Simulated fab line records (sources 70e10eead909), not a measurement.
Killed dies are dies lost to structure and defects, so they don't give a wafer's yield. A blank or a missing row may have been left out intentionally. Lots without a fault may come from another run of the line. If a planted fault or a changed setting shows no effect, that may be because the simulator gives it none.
Matching of chambers ; flow nand_harc ; NHARC_A_STAIRCASE_TRIM_229 on rie_diel-01: 4 sister chambers
The step chemistry O2, time 211.2 s. 20 wafers are shown with their chamber, then 10 later ones without.

## WAFERS WITH THEIR CHAMBER
wafer;chamber;drypump_motor_current_A (A);showerhead_plenum_p_Torr (Torr);oes_product_au (a.u.)
L074.1;0;5.1;3.75;1.011
L074.3;1;5.7;3.62;1.010
L074.5;3;5.3;3.59;1.007
L078.4;1;5.7;3.62;1.005
L078.5;1;5.7;3.62;0.998
L078.6;2;6.5;3.46;0.984
L078.1;3;5.4;3.58;0.998
L078.2;0;5.1;3.74;1.012
L078.3;2;6.5;3.46;0.995
L080.1;1;5.7;3.62;0.989
L080.4;3;5.3;3.58;0.999
L080.6;2;6.6;3.46;1.000
L082.2;1;5.7;3.61;1.007
L082.3;0;5.1;3.73;1.012
L082.6;0;5.1;3.73;1.011
L084.1;3;5.4;3.57;0.995
L084.2;0;5.1;3.73;1.019
L084.4;1;5.7;3.61;1.008
L085.1;3;5.3;3.57;1.005
L085.2;0;5.1;3.73;1.017

SIGNATURES (means of the wafers above)
reading;chamber 0;chamber 1;chamber 2;chamber 3;scatter within a chamber
drypump_motor_current_A;5.100;5.700;6.533;5.340;0.0342
showerhead_plenum_p_Torr;3.7350;3.6167;3.4600;3.5780;0.00691
oes_product_au;1.01367;1.00283;0.99300;1.00080;0.00617
Rule: a wafer lies at a distance from a chamber equal to the root of the sum of squares, over the readings, of (its reading less the chamber's mean, divided by the reading's scatter). The wafer belongs to the nearest chamber; if the next one is less than 2 further off, it can't be placed. The scatter: take each reading less its chamber's mean, square it, sum over the shown wafers, divide by the number of wafers less the number of chambers, and take the root.

## WAFERS WITH NO CHAMBER GIVEN
wafer;drypump_motor_current_A (A);showerhead_plenum_p_Torr (Torr);oes_product_au (a.u.)
L085.6;5.3;3.57;1.006
L086.1;5.7;3.61;0.989
L086.2;5.4;3.57;0.994
L086.5;6.5;3.45;0.995
L088.1;5.7;3.60;1.002
L088.2;5.1;3.72;1.022
L088.3;5.3;3.56;1.018
L097.1;5.7;3.59;0.998
L097.4;6.5;3.43;1.000
L097.5;5.3;3.55;1.002

## THE CHAMBER EACH PASSED THROUGH
wafer;from the rows above;in truth
L085.6;3;3
L086.1;1;1
L086.2;3;3
L086.5;2;2
L088.1;1;1
L088.2;0;0
L088.3;3;3
L097.1;1;1
L097.4;2;2
L097.5;3;3
Placed correctly: 10 of 10. Left unplaced by these rows: 0. 0 placed wrongly.
